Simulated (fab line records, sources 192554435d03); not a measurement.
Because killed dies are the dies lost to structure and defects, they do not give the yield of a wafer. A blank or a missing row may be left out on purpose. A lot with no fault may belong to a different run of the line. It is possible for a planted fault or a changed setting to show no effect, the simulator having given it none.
fab line records	flow n5-finfet
record: lots: 7	wafers: 39
route steps=1938 shown FIN_SAQP@125 SPACER0@260 SD_EPI_N@262 HKMG_FIN@448 MOL_CONTACT_COAG@584 BEOL_M3@980
start-h: start of the lot's first displayed wafer, in hours after the record's first day	wait-h: time in hours since the lot's previous step	" identical to the entry in the row above	L1.1+2: a row that stands for several wafers	- no value, or no start given	* or withheld: withheld	< > ~ a bound
route shown NAME@n: names a module that has steps shown in the file, with the first one's number in the route	usual: the fault-free wafers' mean and standard deviation	same: alike in all rows	chamber/n: place in a boat	sites: each site's reading	_std_site: how widely they spread, as a standard deviation	_edge_site: inner sites' mean taken away from outer sites' mean	radius-mm: how far each site lies from the wafer's centre	mask NAME#n: copy n	behind: the tool/chamber that last shaped the wafer	hold: the reason the lot was held/the length of the hold in hours/how it ended	device: names the non-switching transistor (n, p or np)	end of line: tests of these same wafers at the route's end	step lacking rows: just its recipe	killed: at the first sort, the dies lost to defects and structure; wafer yield is something else	map: a wafer's dies, x killed, . not, _ none there
set.NAME: the run value of the setting; set.NAME@STEP: its run value at that earlier step	model.NAME: the simulator's own value behind a step, which no gauge read
lots whose settings were changed on purpose; a table a step, a row a wafer
== steps ==
step: N5_FIN_SAQP_SPACER1_ALD_24
recipe: material: SiO2	target-thk-a: 203	temp-c: 300	ald-precursor-family: BDEAS	ald-co-reactant: O2-plasma	pulse-time-s: 1	purge-time-s: 2	co-reactant-purge-time-s: 2	ald-cycles: 218	pressure-torr: 2
lot.wafer	tool	chamber	start-h	wait-h	set.ald-cycles	model.SiO2_of_FIN_SAQP_SPACER1_ALD_24.thk-nm
L077.1+5	ald-sin-04	1,2	42.60	1.4	218	20.2
L077.2+3+4	"	0,2,3	"	"	304	28.2
L077.6	"	3	"	"	218	20
L081.1	ald-sin-02	3	65.13	0.5	307	28.8
L081.2+3	"	0,1	"	"	307	28.6
L081.4+6	"	2,3	"	"	218	20.4
L081.5	"	2	"	"	218	20.2
L082.1	ald-sin-04	2	71.69	0.3	218	20.4
L082.2	"	0	"	"	218	20
L082.3+4+6	"	3,1,2	"	"	309	28.6
L082.5	"	3	"	"	218	20.2
L083.1+3+6	ald-sin-02	0,1,1	79.00	0.3	218	20.4
L089.1	ald-sin-04	1	113.71	0.3	218	20.2
L089.2+6	"	3,0	"	"	218	20
L089.3+4	"	0,3	"	"	123	11.2
L089.5	"	1	"	"	123	11.4
L090.1+2+6	ald-sin-03	1,3,1	118.68	0.3	218	20.2
L090.3+4+5	"	0,2,0	"	"	218	20.4
L091.1+2+3+4+5+6	ald-sin-02	3,0,2,1,3,2	126.18	0.7	218	20.4
step: N5_FIN_SAQP_SPACER1_ETCHBACK_25
recipe: chemistry: CHF3/O2	mode: anisotropic-etchback	target: SiO2	target-depth-a: 244	time-s: 12.2	pressure-mtorr: 30	source-w: 650	bias-w: 170	Ar_flow_sccm: 200	CHF3_flow_sccm: 50	O2_flow_sccm: 5	ion-energy-ev: 200
step: N5_FIN_SAQP_MANDREL1_REMOVE_56
recipe: chemistry: HBr/Cl2/O2	bt-time-s: 10	target: a-Si	stop-on: SiNx	endpoint: OES-SiCl	over-etch-frac: 1	icp-w: 600	bias-w: 22	HBr_flow_sccm: 150	Cl2_flow_sccm: 80	O2_flow_sccm: 5	pressure-mtorr: 10
lot.wafer	tool	chamber	start-h	wait-h	set.ald-cycles@FIN_SAQP_SPACER1_ALD_24	model.FIN_SAQP.cd-nm
L077.1	rie-si-06	2	43.40	0.1	218	20.4
L077.2+4	"	1,3	"	"	304	28
L077.3	"	0	"	"	304	28.2
L077.5+6	"	0,1	"	"	218	20
L081.1+2	rie-si-02	0,1	65.94	0.1	307	28.8
L081.3	"	3	"	"	307	28.6
L081.4+6	"	2,1	"	"	218	20.4
L081.5	"	2	"	"	218	20.2
L082.1	rie-si-01	3	72.53	0.1	218	20.2
L082.2+5	"	0	"	"	218	20
L082.3+4+6	"	2,1,3	"	"	309	28.6
L083.1+6	rie-si-02	2	79.80	0.1	218	20.6
L083.3	"	0	"	"	218	20.4
L089.1+6	rie-si-06	1,2	114.52	0.1	218	20.2
L089.2	"	3	"	"	218	20
L089.3+4	"	0,2	"	"	123	11.2
L089.5	"	1	"	"	123	11.4
L090.1+2+5+6	rie-si-02	2,0,0,3	119.52	0.1	218	20.2
L090.3+4	"	3,1	"	"	218	20.4
L091.1+2+3+4+5	rie-si-02	0,1,3,2,2	126.98	0.1	218	20.4
L091.6	"	3	"	"	218	20.6
step: N5_FIN_SAQP_CD_MEAS_27
recipe: target-cd-nm: 20	landing-energy-ev: 1000	detector: se-inlens	polarity: line
usual: cd-nm: 20.32/0.26
lot.wafer	tool	chamber	start-h	wait-h	set.ald-cycles@FIN_SAQP_SPACER1_ALD_24	cd-nm
L077.1	cd-sem-02	0	43.51	0.1	218	20.19
L077.2	"	0	"	"	304	27.98
L077.3	"	0	"	"	304	27.86
L077.4	"	0	"	"	304	28.18
L077.5	"	0	"	"	218	19.89
L077.6	"	0	"	"	218	20.14
L081.1	cd-sem-01	0	66.05	0.1	307	29.05
L081.2	"	0	"	"	307	28.44
L081.3	"	0	"	"	307	28.67
L081.4	"	0	"	"	218	20.11
L081.5	"	0	"	"	218	20.23
L081.6	"	0	"	"	218	20.34
L082.1	cd-sem-03	0	72.64	0.1	218	20.19
L082.2	"	0	"	"	218	19.87
L082.3	"	0	"	"	309	28.70
L082.4	"	0	"	"	309	29.01
L082.5	"	0	"	"	218	19.97
L082.6	"	0	"	"	309	28.65
L083.1	cd-sem-02	0	79.91	0.1	218	20.16
L083.3	"	0	"	"	218	20.81
L083.6	"	0	"	"	218	20.54
L089.1	cd-sem-03	0	114.63	0.1	218	20.44
L089.2	"	0	"	"	218	19.95
L089.3	"	0	"	"	123	11.45
L089.4	"	0	"	"	123	11.07
L089.5	"	0	"	"	123	11.57
L089.6	"	0	"	"	218	20.03
L090.1	cd-sem-01	0	119.63	0.1	218	19.97
L090.2	"	0	"	"	218	20.37
L090.3	"	0	"	"	218	20.25
L090.4	"	0	"	"	218	20.54
L090.5	"	0	"	"	218	20.03
L090.6	"	0	"	"	218	20.11
L091.1	cd-sem-01	0	127.09	0.1	218	20.20
L091.2	"	0	"	"	218	20.33
L091.3	"	0	"	"	218	20.38
L091.4	"	0	"	"	218	20.48
L091.5	"	0	"	"	218	20.55
L091.6	"	0	"	"	218	20.45
step: N5_SPACER0_ALD_08
recipe: material: SiNx	target-thk-a: 20	temp-c: 400	ald-precursor-family: SiH2I2	ald-co-reactant: N2/H2-plasma	pressure-torr: 2
lot.wafer	tool	chamber	start-h	wait-h	set.target-thk-a	model.SiNx_of_SPACER0_ALD_08.thk-nm
L077.1	ald-sin-03	3	71.01	0.1	10.95	1
L077.2+5	"	0,3	"	"	10.95	1.2
L077.3+4+6	"	1,2,0	"	"	20	2
L081.1+2+3+4+5+6	ald-sin-02	1,3,0,2,3,2	91.35	0.1	20	2
L082.1	ald-sin-01	3	96.66	0.1	27.09	2.6
L082.2+4+6	"	0,1,2	"	"	20	2
L082.3+5	"	2,3	"	"	27.09	2.8
L083.1+3+6	ald-sin-03	3,2,3	106.30	0.1	20	2
L089.1+2+3+4+5+6	ald-sin-03	1,3,0,2,2,1	138.15	0.1	20	2
L090.1+3+4	ald-sin-01	2,0,1	142.97	0.1	20	2
L090.2+5+6	"	3,3,0	"	"	30.86	3
L091.1+2+3+4+5+6	ald-sin-01	1,2,0,3,3,2	151.06	0.1	20	2
step: N5_SD_EPI_N_COAT_32
recipe: resist: SOC	temp-c: 250	time-s: 60	spin-rpm: 1500	resist-thk-nm: 350
step: N5_SD_EPI_N_STRIP_18
recipe: chemistry: SPM	time-s: 750	temp-c: 130	h2so4-h2o2-vol-ratio: 4
step: N5_SD_EPI_N_SRD_20
recipe: dry: ipa-marangoni	do-ppb: 5	time-s: 30	temp-c: 23	rinse-liquid: diw
step: N5_SD_EPI_N_PRECLEAN_48
recipe: chemistry: NF3:NH3	afs-cycles: 2	temp-c: 30	time-s: 20	sublimation-temp-c: 180	sublimation-time-s: 60	pressure-torr: 3	rf-power-w: 30
lot.wafer	tool	chamber	start-h	wait-h	set.target-thk-a@SPACER0_ALD_08	model.SiNx_of_SPACER0_ALD_08.thk-nm
L077.1+2+5	epi-rpcvd-03	0	72.93	0.0	10.95	0.4
L077.3	"	0	"	"	20	1.2
L077.4+6	"	0	"	"	20	1.4
L081.1+2+3+4+5+6	epi-rpcvd-02	0	93.42	0.0	20	1.2
L082.1+3+5	epi-rpcvd-02	0	98.33	0.0	27.09	2
L082.2+6	"	0	"	"	20	1.2
L082.4	"	0	"	"	20	1.4
L083.1+3+6	epi-rpcvd-02	0	108.10	0.0	20	1.4
L089.1+2+3+4+6	epi-rpcvd-03	0	139.84	0.0	20	1.2
L089.5	"	0	"	"	20	1.4
L090.1+3+4	epi-rpcvd-02	0	144.77	0.0	20	1.4
L090.2+5+6	"	0	"	"	30.86	2.4
L091.1+2+3+4+5+6	epi-rpcvd-01	0	153.24	0.0	20	1.4
step: N5_HKMG_FIN_NWFM_ALD_20
recipe: material: TiAlC	target-thk-a: 20	temp-c: 300	ald-precursor-family: TiCl4	ald-co-reactant: TEA	pulse-time-s: 3	purge-time-s: 2	co-reactant-purge-time-s: 2	co-reactant-pulse-time-s: 10	ald-cycles: 7	pressure-torr: 3
lot.wafer	tool	chamber	start-h	wait-h	set.ald-cycles	model.TiAlC_of_HKMG_FIN_NWFM_ALD_20.thk-nm
L077.1+2+6	ald-metal-04	3,0,1	99.88	0.3	7	2
L077.3+4+5	"	2,1,2	"	"	10	2.8
L081.1+2+5	ald-metal-03	1,0,1	119.43	0.3	7	2
L081.3+4+6	"	2,3,0	"	"	11	3.2
L082.1+4+5	ald-metal-04	3,1,3	124.22	0.3	7	2
L082.2+3+6	"	0,2,0	"	"	4	1.2
L083.1+3+6	ald-metal-03	2,0,3	134.95	0.3	7	2
L089.1+2+4	ald-metal-04	1,0,2	170.21	0.3	7	2
L089.3+5+6	"	3,1,2	"	"	10	2.8
L090.1+4+5	ald-metal-01	1,3,1	173.08	0.3	9	2.6
L090.2+3+6	"	3,0,0	"	"	7	2
L091.1+5+6	ald-metal-04	1,3,2	180.80	0.3	9	2.6
L091.2+3+4	"	2,0,3	"	"	7	2
step: N5_MOL_CONTACT_COAG_ETCHBACK_135
recipe: chemistry: CHF3	target: SiO2	target-depth-a: 250	time-s: 16.7	ion-energy-ev: 200	pressure-mtorr: 30	source-w: 610	bias-w: 170	Ar_flow_sccm: 200	CHF3_flow_sccm: 50
lot.wafer	tool	chamber	start-h	wait-h	set.time-s	model.SOC_of_MOL_CONTACT_COAG_COAT_75.thk-nm
L077.1+6	rie-diel-04	1	118.53	0.0	11.49	58
L077.2	"	2	"	"	16.7	56.8
L077.3+5	"	3,0	"	"	16.7	57.2
L077.4	"	0	"	"	11.49	57.8
L081.1	rie-diel-04	1	139.88	0.0	26	56.4
L081.2+4	"	3,0	"	"	26	56.2
L081.3	"	2	"	"	16.7	57.4
L081.5	"	0	"	"	16.7	57.6
L081.6	"	1	"	"	16.7	57.8
L082.1+2+4+5+6	rie-diel-01	0,1,2,2,1	146.52	0.0	16.7	57.6
L082.3	"	3	"	"	16.7	57.8
L083.1+3+6	rie-diel-05	2,3,1	156.92	0.0	16.7	57.6
L089.1+5+6	rie-diel-01	2,2,1	192.95	0.0	16.7	57.4
L089.2+3+4	"	1,3,0	"	"	13.96	57.6
L090.1	rie-diel-04	3	194.24	0.0	16.7	57.4
L090.2+4	"	2,1	"	"	16.7	57.2
L090.3+5+6	"	0,2,3	"	"	25.72	55.8
L091.1+2	rie-diel-01	3,2	202.47	0.0	10.24	58.2
L091.3	"	0	"	"	16.7	57
L091.4+5	"	1,3	"	"	16.7	57.2
L091.6	"	0	"	"	10.24	58
step: N5_MOL_CONTACT_COAG_STRIP_118
recipe: chemistry: CHF3	resist: SiARC	rf-frequency-hz: 6e+07
step: N5_MOL_CONTACT_COAG_VIA_ETCH_46
recipe: chemistry: C4F6/O2	target-depth-a: 460	overetch-a: 92	mask-material: SOC	target: SiO2	bias-w: 455	pressure-mtorr: 10	time-s: 40	source-w: 325	Ar_flow_sccm: 300	C4F6_flow_sccm: 10	O2_flow_sccm: 10	ion-energy-ev: 575.3	ends: end-point
lot.wafer	tool	chamber	start-h	wait-h	set.time-s@MOL_CONTACT_COAG_ETCHBACK_135	model.SOC_of_MOL_CONTACT_COAG_COAT_75.thk-nm
L077.1+6	rie-diel-04	1	118.57	0.0	11.49	51.4
L077.2	"	2	"	"	16.7	50
L077.3+5	"	3,0	"	"	16.7	50.2
L077.4	"	0	"	"	11.49	50.8
L081.1	rie-diel-04	1	139.91	0.0	26	49.8
L081.2+4	"	3,0	"	"	26	49.2
L081.3	"	2	"	"	16.7	50.6
L081.5	"	0	"	"	16.7	50.4
L081.6	"	1	"	"	16.7	51.2
L082.1+4+5	rie-diel-01	0,2,2	146.56	0.0	16.7	50.8
L082.2+3+6	"	1,3,1	"	"	16.7	51.2
L083.1	rie-diel-05	2	156.95	0.0	16.7	51
L083.3	"	3	"	"	16.7	51.2
L083.6	"	1	"	"	16.7	50.6
L089.1	rie-diel-01	2	192.98	0.0	16.7	50.8
L089.2	"	1	"	"	13.96	51.2
L089.3	"	3	"	"	13.96	51
L089.4	"	0	"	"	13.96	50.8
L089.5	"	2	"	"	16.7	50.6
L089.6	"	1	"	"	16.7	51
L090.1	rie-diel-04	3	194.27	0.0	16.7	50.4
L090.2	"	2	"	"	16.7	50.2
L090.3	"	0	"	"	25.72	48.8
L090.4	"	1	"	"	16.7	50.6
L090.5+6	"	2,3	"	"	25.72	49
L091.1+2	rie-diel-01	3,2	202.50	0.0	10.24	51.4
L091.3	"	0	"	"	16.7	50
L091.4	"	1	"	"	16.7	50.6
L091.5	"	3	"	"	16.7	50.4
L091.6	"	0	"	"	10.24	51.2
step: N5_BEOL_M3_TRENCH_ETCH_37
recipe: chemistry: C4F6/O2	target-depth-a: 555.55	target: SiOC	time-s: 29.2	ion-energy-ev: 250	pressure-mtorr: 30	source-w: 355	bias-w: 185	Ar_flow_sccm: 300	C4F6_flow_sccm: 10	O2_flow_sccm: 10
lot.wafer	tool	chamber	start-h	wait-h	set.target-depth-a	model.etch.depth-nm	model.BEOL_M3.feature-depth-nm
L077.1	rie-diel-03	0	-	-	555.55	53.13	53.2
L077.2	"	3	"	"	555.55	55.84	55.8
L077.3	"	2	"	"	555.55	54.36	54.4
L077.4	"	1	"	"	555.55	55.34	55.4
L077.5	"	0	"	"	555.55	52.97	53
L077.6	"	3	"	"	555.55	56.62	56.6
L082.1	rie-diel-02	0	-	-	555.55	54.34	54.4
L082.2	"	2	"	"	555.55	57.5	57.4
L082.3	"	3	"	"	555.55	53.19	53.2
L082.4	"	1	"	"	555.55	57.57	57.6
L082.5	"	0	"	"	555.55	54.81	54.8
L082.6	"	1	"	"	555.55	57.25	57.2
L083.1	rie-diel-02	2	-	-	555.55	56.56	56.6
L083.3	"	1	"	"	555.55	56.48	56.4
L083.6	"	2	"	"	555.55	56.21	56.2
L081.1	rie-diel-02	0	-	-	555.55	54.24	54.2
L081.2	"	3	"	"	555.55	52.98	53
L081.3	"	2	"	"	732.3	75.03	75
L081.4	"	1	"	"	732.3	75.22	75.2
L081.5	"	0	"	"	732.3	72.01	72
L081.6	"	1	"	"	555.55	57.05	57
L089.1+5	rie-diel-03	2,0	-	-	555.55	54.48	54.4
L089.2	"	3	"	"	306.7	30.9	30.8
L089.3	"	1	"	"	555.55	55.86	55.8
L089.4	"	0	"	"	306.7	30.09	30
L089.6	"	3	"	"	306.7	31.1	31.2
L091.1	rie-diel-03	1	-	-	555.55	55.79	55.8
L091.2	"	0	"	"	701.8	68.92	69
L091.3	"	3	"	"	555.55	56.02	56
L091.4	"	2	"	"	701.8	69.46	69.4
L091.5	"	2	"	"	555.55	54.77	54.8
L091.6	"	3	"	"	701.8	70.88	70.8
L090.1	rie-diel-02	2	-	-	555.55	56.74	56.8
L090.2	"	0	"	"	555.55	54.82	54.8
L090.3	"	3	"	"	691.6	65.55	65.6
L090.4	"	1	"	"	691.6	71.38	71.4
L090.5	"	2	"	"	691.6	70.7	70.8
L090.6	"	1	"	"	555.55	57.58	57.6
step: N5_BEOL_M3_ETCH_41
recipe: chemistry: CH3F/O2	target: SiCN	target-depth-a: 299	taper-deg: 2	time-s: 52.5	ion-energy-ev: 120	mask-material: TiN	pressure-mtorr: 30	source-w: 395	bias-w: 75	Ar_flow_sccm: 150	CH3F_flow_sccm: 30	O2_flow_sccm: 20
step: N5_BEOL_M3_STRIP_97
recipe: chemistry: N2/H2	time-s: 10	power-w: 450	temp-c: 40	pressure-mtorr: 20	rf-frequency-hz: 6e+07	bias-power-w: 7	n2-flow-sccm: 200	h2-flow-sccm: 200
step: N5_BEOL_M3_OCD_MEAS_38
usual: trench-depth-nm: 55.3/1.5
lot.wafer	tool	chamber	start-h	wait-h	set.target-depth-a@BEOL_M3_TRENCH_ETCH_37	trench-depth-nm
L077.1	ocd-01	-	194.20	-	555.55	52.9
L077.2	"	-	"	"	555.55	56.0
L077.3	"	-	"	"	555.55	54.1
L077.4	"	-	"	"	555.55	54.8
L077.5	"	-	"	"	555.55	52.6
L077.6	"	-	"	"	555.55	57.1
L082.1	ocd-01	-	223.43	-	555.55	54.5
L082.2	"	-	"	"	555.55	57.7
L082.3	"	-	"	"	555.55	53.2
L082.4	"	-	"	"	555.55	57.4
L082.5	"	-	"	"	555.55	54.8
L082.6	"	-	"	"	555.55	57.6
L083.1	ocd-01	-	223.90	-	555.55	56.2
L083.3	"	-	"	"	555.55	56.3
L083.6	"	-	"	"	555.55	56.4
L081.1	ocd-01	-	227.32	-	555.55	53.7
L081.2	"	-	"	"	555.55	52.8
L081.3	"	-	"	"	732.3	74.8
L081.4	"	-	"	"	732.3	75.1
L081.5	"	-	"	"	732.3	72.1
L081.6	"	-	"	"	555.55	57.2
L089.1	ocd-01	-	279.86	-	555.55	54.1
L089.2	"	-	"	"	306.7	30.5
L089.3	"	-	"	"	555.55	55.9
L089.4	"	-	"	"	306.7	30.0
L089.5	"	-	"	"	555.55	55.0
L089.6	"	-	"	"	306.7	31.1
L091.1	ocd-02	-	283.94	-	555.55	56.1
L091.2	"	-	"	"	701.8	69.6
L091.3	"	-	"	"	555.55	55.8
L091.4	"	-	"	"	701.8	69.3
L091.5	"	-	"	"	555.55	54.8
L091.6	"	-	"	"	701.8	71.5
L090.1	ocd-02	-	292.10	-	555.55	56.7
L090.2	"	-	"	"	555.55	54.7
L090.3	"	-	"	"	691.6	65.9
L090.4	"	-	"	"	691.6	70.8
L090.5	"	-	"	"	691.6	70.5
L090.6	"	-	"	"	555.55	57.8
== key ==
split: step: N5_FIN_SAQP_SPACER1_ALD_24	setting: ald-cycles	stated: 218	by: wafer
response: step: N5_FIN_SAQP_SPACER1_ALD_24	reading: model.SiO2_of_FIN_SAQP_SPACER1_ALD_24.thk-nm	change: +0.203	per: 1%	r: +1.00
response: step: N5_FIN_SAQP_MANDREL1_REMOVE_56	reading: model.FIN_SAQP.cd-nm	change: +0.204	per: 1%	r: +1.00
response: step: N5_FIN_SAQP_CD_MEAS_27	reading: cd-nm	change: +0.205	per: 1%	r: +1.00
split: step: N5_SPACER0_ALD_08	setting: target-thk-a	stated: 20	by: wafer
response: step: N5_SPACER0_ALD_08	reading: model.SiNx_of_SPACER0_ALD_08.thk-nm	change: +0.0191	per: 1%	r: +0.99
response: step: N5_SD_EPI_N_PRECLEAN_48	reading: model.SiNx_of_SPACER0_ALD_08.thk-nm	change: +0.0196	per: 1%	r: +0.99
split: step: N5_HKMG_FIN_NWFM_ALD_20	setting: ald-cycles	stated: 7	by: wafer
response: step: N5_HKMG_FIN_NWFM_ALD_20	reading: model.TiAlC_of_HKMG_FIN_NWFM_ALD_20.thk-nm	change: +0.0198	per: 1%	r: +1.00
split: step: N5_MOL_CONTACT_COAG_ETCHBACK_135	setting: time-s	stated: 16.7	by: wafer
response: step: N5_MOL_CONTACT_COAG_ETCHBACK_135	reading: model.SOC_of_MOL_CONTACT_COAG_COAT_75.thk-nm	change: -0.0254	per: 1%	r: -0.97
response: step: N5_MOL_CONTACT_COAG_VIA_ETCH_46	reading: model.SOC_of_MOL_CONTACT_COAG_COAT_75.thk-nm	change: -0.0261	per: 1%	r: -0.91
split: step: N5_BEOL_M3_TRENCH_ETCH_37	setting: target-depth-a	stated: 555.55	by: wafer
response: step: N5_BEOL_M3_TRENCH_ETCH_37	reading: model.etch.depth-nm	change: +0.554	per: 1%	r: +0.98
response: step: N5_BEOL_M3_TRENCH_ETCH_37	reading: model.BEOL_M3.feature-depth-nm	change: +0.554	per: 1%	r: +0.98
response: step: N5_BEOL_M3_OCD_MEAS_38	reading: trench-depth-nm	change: +0.559	per: 1%	r: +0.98
